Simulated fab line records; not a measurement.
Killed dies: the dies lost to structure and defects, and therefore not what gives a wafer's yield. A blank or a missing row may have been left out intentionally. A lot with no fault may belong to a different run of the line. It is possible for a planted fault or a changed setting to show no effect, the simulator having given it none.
fab line records	flow nand_harc	part 1 of 2: steps 1 to 4 of 6
record: lots: 23	wafers: 69	last_day: 25
route steps=1159 shown A_STAIRCASE@585
lots that met no fault: taken from a fault-free run of the same line
start_h: hours from the record's first day to the start of the lot's first wafer shown	wait_h: hours elapsed since this lot's preceding step	" same as the row above	L1.1+2: several wafers, shown together as one row	- either no value or no given start	* or withheld: withheld	< > ~ a bound
route shown NAME@n: names a module that has steps shown in the file, with the first one's number in the route	usual: mean/standard deviation taken from wafers without a fault	same: alike in all rows	chamber/n: place in a boat	sites: per-site readings	_std_site: standard deviation across them	_edge_site: inner sites' mean taken away from outer sites' mean	radius_mm: for every site, how far away it sits from the centre of the wafer	mask NAME#n: copy n	behind: the most recent tool/chamber to have shaped the wafer	hold: cause of the lot's hold/its duration in hours/its outcome	device: the n, p or np transistor that did not switch	end of line: tests of these same wafers at the route's end	where a step has no rows: the recipe by itself	killed: dies that structure and defects cost at the first sort, which is not the same as the wafer's yield	map: a wafer's dies, marking killed ones x, the rest . and places with no die _
set.NAME: the setting as run; set.NAME@STEP: as run at that earlier step	model.NAME: the simulator's own value behind a step, which no gauge read
route steps across a sampled set of lots; one table per step, one row per wafer
services: when a tool's chamber went out of use (start_h, in hours from the record's first day, below 0 if earlier), for how many hours, and the reason
== steps ==
step: NHARC_A_STAIRCASE_TRIM_191
recipe: time_s: 211.2	o2_flow_sccm: 500	ar_flow_sccm: 0	bias_w: 0	chemistry: O2
usual: drypump_motor_current_A: 5.8/0.56	oes_product_au: 0.998/0.012	rf_vpp_V: 57.6/0.94	showerhead_plenum_p_Torr: 3.48/0.14	throttle_valve_pct: 17.037/0.0091
lot.wafer	tool	chamber	start_h	wait_h	drypump_motor_current_A	oes_product_au	rf_hours_counter_h	rf_vpp_V	showerhead_plenum_p_Torr	throttle_valve_pct
L074.2	rie_diel-13	2	-	-	5.2	1.000	45	59.5	3.78	17.044
L074.1	"	3	"	"	6.1	1.003	41	56.5	3.30	17.041
L074.6	"	2	"	"	5.2	1.000	-	58.3	3.78	17.040
L075.2	rie_diel-03	3	-	-	6.2	0.996	9	58.5	3.67	17.037
L075.4	"	1	"	"	6.4	0.999	10	56.8	3.43	17.040
L075.5	"	0	"	"	6.1	1.015	-	58.5	3.42	17.032
L076.1	rie_diel-04	3	-	-	5.6	1.022	47	58.5	3.34	17.035
L076.3	"	0	"	"	6.7	1.004	48	58.3	3.59	17.030
L076.6	"	2	"	"	5.6	1.012	-	58.2	3.59	17.035
L077.4	rie_diel-03	1	-	-	6.4	0.997	10	56.5	3.43	17.050
L077.2	"	0	"	"	6.1	1.013	10	55.7	3.42	17.023
L077.6	"	1	"	"	6.4	0.987	-	56.9	3.43	17.046
L078.1	rie_diel-04	3	-	-	5.6	1.027	50	57.5	3.34	17.056
L078.4	"	0	"	"	6.7	0.994	51	57.6	3.59	17.029
L078.2	"	2	"	"	5.6	1.015	50	58.8	3.59	17.040
L079.1	rie_diel-04	1	-	-	4.7	1.003	54	58.5	3.53	17.044
L079.3	"	2	"	"	5.6	0.993	53	59.1	3.59	17.029
L079.6	"	1	"	"	4.7	0.991	-	58.1	3.53	17.033
L080.1	rie_diel-04	3	-	-	5.6	1.011	62	57.1	3.33	17.036
L080.6	"	3	"	"	5.7	1.005	-	57.7	3.33	17.036
L080.5	"	1	"	"	4.7	1.007	-	57.9	3.53	17.042
L082.1	rie_diel-03	1	-	-	6.4	0.986	27	58.3	3.42	17.037
L082.4	"	2	"	"	5.9	0.991	25	57.4	3.30	17.056
L082.3	"	3	"	"	6.2	0.987	26	57.3	3.66	17.043
L084.2	rie_diel-13	1	-	-	5.8	0.991	6	57.3	3.37	17.030
L084.1	"	3	"	"	6.1	1.030	7	56.9	3.29	17.030
L084.6	"	2	"	"	5.2	0.980	-	58.8	3.77	17.043
L083.4	rie_diel-03	0	-	-	6.1	1.006	30	58.2	3.41	17.029
L083.3	"	1	"	"	6.3	0.982	28	58.8	3.42	17.044
L083.2	"	2	"	"	5.9	0.990	25	56.6	3.30	17.041
L085.1	rie_diel-13	1	-	-	5.8	1.009	10	57.7	3.37	17.029
L085.5	"	3	"	"	6.1	1.020	-	58.6	3.29	17.047
L085.6	"	0	"	"	5.9	0.979	-	57.8	3.51	17.043
L086.1	rie_diel-03	3	-	-	6.2	0.999	35	58.1	3.65	17.039
L086.2	"	0	"	"	6.1	1.005	39	56.6	3.40	17.037
L086.4	"	2	"	"	5.9	0.993	33	57.3	3.29	17.024
L087.4	rie_diel-04	2	-	-	5.6	0.979	12	56.9	3.58	17.026
L087.3	"	0	"	"	6.7	0.994	10	59.3	3.58	17.026
L087.2	"	1	"	"	4.7	0.997	13	58.3	3.52	17.032
L088.1	rie_diel-04	0	-	-	6.7	1.008	10	57.9	3.58	17.044
L088.4	"	1	"	"	4.7	1.015	14	57.7	3.52	17.047
L088.3	"	2	"	"	5.6	0.999	12	58.3	3.58	17.029
L089.2	rie_diel-03	3	-	-	6.2	0.989	38	58.1	3.65	17.030
L089.4	"	0	"	"	6.1	0.995	42	56.1	3.40	17.047
L089.6	"	3	"	"	6.1	0.984	-	59.0	3.65	17.042
L091.3	rie_diel-04	0	-	-	6.7	0.998	14	58.4	3.58	17.034
L091.1	"	1	"	"	4.7	1.000	16	58.9	3.52	17.042
L091.5	"	3	"	"	5.6	1.005	-	57.3	3.32	17.032
L090.1	rie_diel-13	0	-	-	5.9	0.982	21	57.7	3.50	17.026
L090.2	"	3	"	"	6.1	1.030	22	55.7	3.29	17.049
L090.4	"	0	"	"	6.0	0.979	-	57.6	3.50	17.038
L092.2	rie_diel-04	0	-	-	6.7	0.998	16	56.5	3.58	17.023
L092.4	"	1	"	"	4.7	1.010	18	56.4	3.52	17.021
L092.5	"	3	"	"	5.6	1.006	-	56.8	3.32	17.035
L094.3	rie_diel-13	3	-	-	6.1	1.029	31	56.8	3.28	17.041
L094.1	"	2	"	"	5.2	0.987	31	57.9	3.76	17.025
L094.5	"	0	"	"	5.9	0.980	-	56.8	3.50	17.049
L093.2	rie_diel-03	3	-	-	6.2	0.996	46	59.3	3.64	17.043
L093.3	"	0	"	"	6.1	0.997	51	57.4	3.40	17.035
L093.5	"	2	"	"	5.9	0.998	-	56.8	3.29	17.053
L096.1	rie_diel-04	0	-	-	6.7	0.995	26	57.5	3.57	17.021
L096.6	"	2	"	"	5.6	1.003	-	58.3	3.57	17.037
L096.5	"	3	"	"	5.6	1.004	-	55.5	3.31	17.031
L095.1	rie_diel-04	3	-	-	5.6	0.996	26	57.9	3.31	17.037
L095.4	"	0	"	"	6.7	0.997	26	58.3	3.57	17.035
L095.6	"	0	"	"	6.7	0.995	-	57.0	3.57	17.052
L097.2	rie_diel-04	3	-	-	5.7	1.004	30	56.4	3.31	17.023
L097.4	"	1	"	"	4.7	0.990	33	57.1	3.51	17.040
L097.5	"	2	"	"	5.6	0.983	-	57.2	3.56	17.033
step: NHARC_A_STAIRCASE_ETCH_192
recipe: target_depth_a: 1000	time_s: 40.5	ion_energy_ev: 400	c4f8_flow_sccm: 20	o2_flow_sccm: 10	ar_flow_sccm: withheld	rf_w: 600	bias_w: 1000	chemistry: C4F8/O2
usual: oes_product_au: 0.938/0.011	rf_vpp_V: 894/5.1
lot.wafer	tool	chamber	start_h	wait_h	oes_product_au	rf_hours_counter_h	rf_vpp_V
L074.1	rie_diel-13	1	-	-	0.937	51	891
L074.2	"	2	"	"	0.936	45	904
L074.6	"	0	"	"	0.927	-	896
L075.2	rie_diel-03	3	-	-	0.933	9	901
L075.4	"	1	"	"	0.933	10	893
L075.5	"	0	"	"	0.939	-	891
L076.3	rie_diel-04	2	-	-	0.948	48	899
L076.1	"	0	"	"	0.948	48	900
L076.6	"	2	"	"	0.950	-	899
L077.2	rie_diel-03	2	-	-	0.934	11	888
L077.4	"	0	"	"	0.944	10	890
L077.6	"	1	"	"	0.933	-	893
L078.4	rie_diel-04	0	-	-	0.933	51	898
L078.1	"	1	"	"	0.939	52	896
L078.2	"	3	"	"	0.944	50	890
L079.1	rie_diel-04	0	-	-	0.935	53	897
L079.3	"	2	"	"	0.946	53	899
L079.6	"	1	"	"	0.937	-	895
L080.1	rie_diel-04	3	-	-	0.948	62	888
L080.5	"	2	"	"	0.931	-	898
L080.6	"	1	"	"	0.932	-	896
L082.4	rie_diel-03	1	-	-	0.931	27	892
L082.1	"	2	"	"	0.926	25	889
L082.3	"	3	"	"	0.932	27	900
L084.2	rie_diel-13	0	-	-	0.946	6	895
L084.1	"	1	"	"	0.944	6	890
L084.6	"	0	"	"	0.944	-	894
L083.3	rie_diel-03	0	-	-	0.932	30	891
L083.4	"	1	"	"	0.917	28	892
L083.2	"	3	"	"	0.916	27	902
L085.1	rie_diel-13	2	-	-	0.935	11	904
L085.6	"	1	"	"	0.957	-	891
L085.5	"	2	"	"	0.928	-	905
L086.2	rie_diel-03	1	-	-	0.943	37	892
L086.4	"	2	"	"	0.931	33	887
L086.1	"	0	"	"	0.928	39	893
L087.4	rie_diel-04	3	-	-	0.927	11	889
L087.3	"	1	"	"	0.944	13	896
L087.2	"	2	"	"	0.917	12	897
L088.4	rie_diel-04	3	-	-	0.927	11	888
L088.1	"	0	"	"	0.928	11	897
L088.3	"	2	"	"	0.928	12	896
L089.4	rie_diel-03	1	-	-	0.935	40	892
L089.2	"	0	"	"	0.931	42	892
L089.6	"	1	"	"	0.929	-	891
L091.3	rie_diel-04	2	-	-	0.935	15	898
L091.1	"	3	"	"	0.938	14	887
L091.5	"	1	"	"	0.952	-	896
L090.1	rie_diel-13	0	-	-	0.922	21	896
L090.2	"	2	"	"	0.921	21	904
L090.4	"	2	"	"	0.920	-	905
L092.2	rie_diel-04	3	-	-	0.942	16	888
L092.4	"	1	"	"	0.939	18	895
L092.5	"	2	"	"	0.940	-	899
L094.1	rie_diel-13	0	-	-	0.921	29	894
L094.3	"	1	"	"	0.941	25	891
L094.5	"	1	"	"	0.947	-	890
L093.2	rie_diel-03	2	-	-	0.956	45	888
L093.3	"	3	"	"	0.940	46	900
L093.5	"	2	"	"	0.935	-	887
L096.1	rie_diel-04	3	-	-	0.939	26	888
L096.5	"	1	"	"	0.934	-	896
L096.6	"	2	"	"	0.923	-	899
L095.4	rie_diel-04	0	-	-	0.918	26	899
L095.1	"	2	"	"	0.928	28	897
L095.6	"	1	"	"	0.930	-	894
L097.2	rie_diel-04	2	-	-	0.940	32	897
L097.4	"	3	"	"	0.943	30	889
L097.5	"	3	"	"	0.951	-	887
step: NHARC_A_STAIRCASE_TRIM_196
recipe: time_s: 211.2	o2_flow_sccm: 500	ar_flow_sccm: 0	bias_w: 0	chemistry: O2
usual: drypump_motor_current_A: 5.8/0.56	oes_product_au: 0.998/0.011	rf_vpp_V: 57.7/0.88	showerhead_plenum_p_Torr: 3.48/0.14	throttle_valve_pct: 17.037/0.009
lot.wafer	tool	chamber	start_h	wait_h	drypump_motor_current_A	oes_product_au	rf_hours_counter_h	rf_vpp_V	showerhead_plenum_p_Torr	throttle_valve_pct
L074.2	rie_diel-13	3	238.13	0.1	6.1	0.988	41	56.2	3.30	17.042
L074.1	"	0	"	"	6.0	0.975	47	58.1	3.52	17.033
L074.6	"	1	"	"	5.8	0.999	-	58.4	3.38	17.032
L075.2	rie_diel-04	2	251.01	0.1	5.6	0.999	48	57.7	3.59	17.026
L075.4	"	3	"	"	5.6	1.012	47	57.9	3.34	17.030
L075.5	"	0	"	"	6.7	0.998	-	57.4	3.59	17.028
L076.3	rie_diel-04	1	253.68	0.1	4.7	0.998	50	58.1	3.53	17.029
L076.1	"	0	"	"	6.7	0.999	49	58.0	3.59	17.048
L076.6	"	1	"	"	4.7	1.001	-	58.1	3.54	17.031
L077.2	rie_diel-03	2	253.99	0.1	5.9	0.998	11	57.1	3.30	17.028
L077.4	"	0	"	"	6.1	1.006	10	57.0	3.42	17.046
L077.6	"	1	"	"	6.4	0.977	-	56.8	3.43	17.039
L078.1	rie_diel-04	1	260.68	0.1	4.7	1.012	52	58.0	3.53	17.020
L078.2	"	2	"	"	5.6	1.006	51	59.0	3.59	17.025
L078.4	"	0	"	"	6.7	1.001	51	56.8	3.59	17.045
L079.3	rie_diel-04	0	268.90	0.1	6.7	0.991	54	57.4	3.59	17.036
L079.1	"	3	"	"	5.6	1.002	52	57.9	3.33	17.036
L079.6	"	1	"	"	4.7	0.999	-	57.2	3.53	17.044
L080.1	rie_diel-04	2	288.39	0.1	5.6	1.004	61	57.8	3.58	17.065
L080.6	"	1	"	"	4.7	1.003	-	58.1	3.53	17.034
L080.5	"	3	"	"	5.6	1.000	-	55.4	3.33	17.020
L082.4	rie_diel-03	0	297.43	0.1	6.1	1.011	29	57.5	3.41	17.038
L082.3	"	1	"	"	6.4	1.000	28	57.3	3.42	17.031
L082.1	"	2	"	"	5.9	1.003	25	57.6	3.30	17.029
L084.2	rie_diel-13	2	298.12	0.1	5.2	0.985	7	57.4	3.77	17.032
L084.1	"	3	"	"	6.1	1.029	7	58.6	3.29	17.031
L084.6	"	2	"	"	5.2	0.979	-	59.7	3.77	17.052
L083.4	rie_diel-13	0	298.76	0.1	5.9	0.991	7	57.3	3.51	17.028
L083.2	"	1	"	"	5.8	1.008	7	57.4	3.37	17.034
L083.3	"	2	"	"	5.2	0.992	7	59.0	3.77	17.041
L085.1	rie_diel-13	3	307.77	0.1	6.1	1.030	11	56.7	3.29	17.033
L085.5	"	2	"	"	5.2	1.000	-	57.3	3.77	17.038
L085.6	"	3	"	"	6.1	1.031	-	58.0	3.29	17.040
L086.2	rie_diel-13	1	336.21	0.1	5.8	0.995	18	58.5	3.36	17.049
L086.4	"	3	"	"	6.1	1.029	19	57.9	3.29	17.045
L086.1	"	0	"	"	5.9	0.982	18	57.9	3.50	17.031
L087.3	rie_diel-03	0	336.56	0.1	6.1	0.999	40	57.6	3.40	17.027
L087.2	"	1	"	"	6.4	0.997	38	57.2	3.42	17.044
L087.4	"	3	"	"	6.2	1.002	36	57.1	3.65	17.045
L088.3	rie_diel-04	3	336.83	0.1	5.6	1.001	11	58.3	3.32	17.040
L088.1	"	1	"	"	4.7	1.003	14	59.2	3.52	17.036
L088.4	"	2	"	"	5.6	0.999	13	58.6	3.58	17.036
L089.2	rie_diel-03	2	340.48	0.1	5.9	0.986	37	58.2	3.29	17.033
L089.4	"	3	"	"	6.2	0.983	38	57.9	3.65	17.035
L089.6	"	1	"	"	6.4	0.993	-	55.9	3.42	17.031
L091.1	rie_diel-03	3	341.18	0.1	6.2	0.998	39	58.0	3.65	17.022
L091.3	"	0	"	"	6.1	1.003	43	57.3	3.40	17.040
L091.5	"	2	"	"	5.9	0.991	-	58.3	3.29	17.053
L090.1	rie_diel-03	0	341.78	0.1	6.1	0.998	43	57.9	3.40	17.050
L090.2	"	1	"	"	6.4	0.997	41	57.5	3.42	17.057
L090.4	"	2	"	"	5.9	0.989	37	56.1	3.29	17.052
L092.4	rie_diel-04	3	344.01	0.1	5.6	0.995	16	56.9	3.32	17.046
L092.2	"	1	"	"	4.7	0.995	18	58.7	3.52	17.042
L092.5	"	3	"	"	5.6	0.998	-	55.8	3.32	17.041
L094.1	rie_diel-04	0	370.99	0.1	6.7	0.990	25	58.1	3.57	17.040
L094.3	"	1	"	"	4.7	1.014	28	59.1	3.51	17.024
L094.5	"	1	"	"	4.7	1.000	-	57.4	3.51	17.036
L093.2	rie_diel-03	3	372.04	0.1	6.2	0.991	46	58.3	3.65	17.042
L093.3	"	0	"	"	6.1	0.993	52	57.2	3.40	17.046
L093.5	"	0	"	"	6.1	0.997	-	57.0	3.40	17.038
L096.1	rie_diel-04	1	374.93	0.1	4.7	1.002	30	55.9	3.51	17.026
L096.6	"	1	"	"	4.7	0.993	-	57.3	3.51	17.050
L096.5	"	2	"	"	5.6	0.994	-	57.7	3.57	17.033
L095.1	rie_diel-03	2	375.37	0.2	5.9	0.992	47	56.9	3.29	17.042
L095.6	"	2	"	"	5.9	1.003	-	57.0	3.29	17.046
L095.4	"	3	"	"	6.2	0.987	-	58.9	3.64	17.034
L097.4	rie_diel-04	3	386.78	0.1	5.6	1.004	30	56.5	3.31	17.042
L097.2	"	0	"	"	6.7	1.000	30	60.3	3.57	17.044
L097.5	"	2	"	"	5.6	1.001	-	56.6	3.56	17.042
step: NHARC_A_STAIRCASE_TRIM_200
recipe: time_s: 211.2	o2_flow_sccm: 500	ar_flow_sccm: 0	bias_w: 0	chemistry: O2
usual: drypump_motor_current_A: 5.9/0.54	oes_product_au: 1.000/0.011	rf_vpp_V: 57.8/0.92	showerhead_plenum_p_Torr: 3.48/0.14	throttle_valve_pct: 17.038/0.0094
lot.wafer	tool	chamber	start_h	wait_h	drypump_motor_current_A	oes_product_au	rf_hours_counter_h	rf_vpp_V	showerhead_plenum_p_Torr	throttle_valve_pct
L074.2	rie_diel-13	0	-	-	5.9	0.985	47	58.1	3.52	17.023
L074.1	"	2	"	"	5.2	0.996	46	58.8	3.78	17.032
L074.6	"	0	"	"	6.0	0.968	-	57.8	3.52	17.044
L075.2	rie_diel-04	2	-	-	5.6	1.013	48	57.6	3.59	17.055
L075.4	"	3	"	"	5.6	1.018	47	57.4	3.34	17.031
L075.5	"	1	"	"	4.7	1.012	-	58.1	3.54	17.024
L076.3	rie_diel-04	0	-	-	6.7	1.005	49	58.2	3.59	17.040
L076.1	"	3	"	"	5.6	1.021	48	56.5	3.34	17.033
L076.6	"	0	"	"	6.7	1.004	-	59.1	3.59	17.035
L077.2	rie_diel-03	1	-	-	6.4	0.999	11	56.6	3.43	17.042
L077.4	"	3	"	"	6.2	0.994	11	58.3	3.67	17.038
L077.6	"	2	"	"	5.9	0.992	-	56.3	3.30	17.054
L078.1	rie_diel-04	3	-	-	5.6	1.008	50	59.5	3.34	17.042
L078.2	"	0	"	"	6.7	0.989	51	57.2	3.59	17.034
L078.4	"	2	"	"	5.6	1.016	51	58.0	3.59	17.032
L079.1	rie_diel-04	3	-	-	5.6	1.008	52	56.0	3.33	17.032
L079.3	"	0	"	"	6.7	0.991	54	57.9	3.59	17.025
L079.6	"	3	"	"	5.6	1.001	-	57.1	3.33	17.036
L080.1	rie_diel-03	2	290.91	-	5.9	1.000	21	58.3	3.30	17.045
L080.6	"	0	"	"	6.1	1.009	-	56.9	3.41	17.030
L080.5	"	1	"	"	6.4	1.010	-	59.3	3.43	17.040
L082.3	rie_diel-03	3	-	-	6.2	0.994	27	58.5	3.66	17.024
L082.1	"	0	"	"	6.1	1.009	30	57.5	3.41	17.029
L082.4	"	1	"	"	6.4	0.992	28	56.8	3.42	17.032
L084.2	rie_diel-13	1	-	-	5.8	0.999	7	56.5	3.37	17.030
L084.1	"	2	"	"	5.2	0.980	7	59.4	3.77	17.041
L084.6	"	0	"	"	5.9	0.980	-	57.1	3.51	17.033
L083.2	rie_diel-13	2	-	-	5.2	0.992	8	59.8	3.77	17.047
L083.4	"	0	"	"	5.9	0.987	7	58.5	3.51	17.041
L083.3	"	1	"	"	5.8	1.004	7	56.1	3.37	17.039
L085.1	rie_diel-13	2	-	-	5.2	0.986	11	58.2	3.77	17.055
L085.6	"	1	"	"	5.8	0.999	-	57.3	3.37	17.023
L085.5	"	2	"	"	5.2	0.992	-	57.3	3.77	17.035
L086.2	rie_diel-13	3	-	-	6.1	1.025	19	57.9	3.29	17.032
L086.4	"	0	"	"	5.9	0.984	19	58.9	3.50	17.032
L086.1	"	1	"	"	5.8	0.986	18	56.9	3.36	17.049
L087.3	rie_diel-03	0	-	-	6.1	1.003	40	56.6	3.40	17.049
L087.4	"	1	"	"	6.4	1.006	39	59.1	3.42	17.046
L087.2	"	3	"	"	6.2	1.002	36	57.6	3.65	17.045
L088.4	rie_diel-04	1	-	-	4.6	1.002	14	57.3	3.52	17.042
L088.1	"	2	"	"	5.6	1.000	13	58.1	3.57	17.027
L088.3	"	3	"	"	5.6	1.002	12	55.5	3.32	17.041
L089.4	rie_diel-03	3	-	-	6.2	0.993	38	58.0	3.65	17.040
L089.2	"	0	"	"	6.1	1.005	43	57.1	3.40	17.035
L089.6	"	3	"	"	6.2	0.994	-	57.7	3.65	17.056
L091.3	rie_diel-03	2	-	-	5.9	0.989	37	56.5	3.29	17.032
L091.1	"	3	"	"	6.2	0.995	39	58.6	3.65	17.037
L091.5	"	1	"	"	6.4	1.002	-	57.5	3.41	17.039
L090.2	rie_diel-03	0	-	-	6.1	0.991	43	58.8	3.40	17.057
L090.1	"	2	"	"	5.9	0.988	38	57.5	3.29	17.048
L090.4	"	3	"	"	6.2	0.994	39	57.8	3.65	17.019
L092.4	rie_diel-04	3	-	-	5.6	0.999	16	56.5	3.32	17.037
L092.2	"	0	"	"	6.7	0.998	16	58.8	3.58	17.039
L092.5	"	1	"	"	4.7	1.008	-	58.6	3.52	17.028
L094.3	rie_diel-04	0	-	-	6.7	0.987	25	58.4	3.57	17.062
L094.1	"	2	"	"	5.6	0.981	27	56.5	3.57	17.040
L094.5	"	3	"	"	5.6	0.997	-	57.4	3.31	17.047
L093.3	rie_diel-03	0	-	-	6.1	0.989	52	58.6	3.40	17.038
L093.2	"	1	"	"	6.4	0.996	51	57.1	3.41	17.045
L093.5	"	3	"	"	6.1	0.991	-	58.0	3.64	17.047
L096.1	rie_diel-04	3	-	-	5.6	1.014	27	56.7	3.31	17.047
L096.6	"	3	"	"	5.6	1.009	-	58.6	3.31	17.036
L096.5	"	0	"	"	6.7	0.996	-	58.3	3.57	17.037
L095.1	rie_diel-03	3	-	-	6.2	0.996	48	58.2	3.64	17.044
L095.4	"	2	"	"	5.9	1.005	-	57.8	3.29	17.042
L095.6	"	0	"	"	6.1	1.000	-	56.4	3.40	17.038
L097.2	rie_diel-04	3	-	-	5.6	1.000	31	55.5	3.31	17.042
L097.4	"	0	"	"	6.7	1.005	30	59.7	3.57	17.054
L097.5	"	0	"	"	6.7	1.001	-	58.1	3.57	17.050
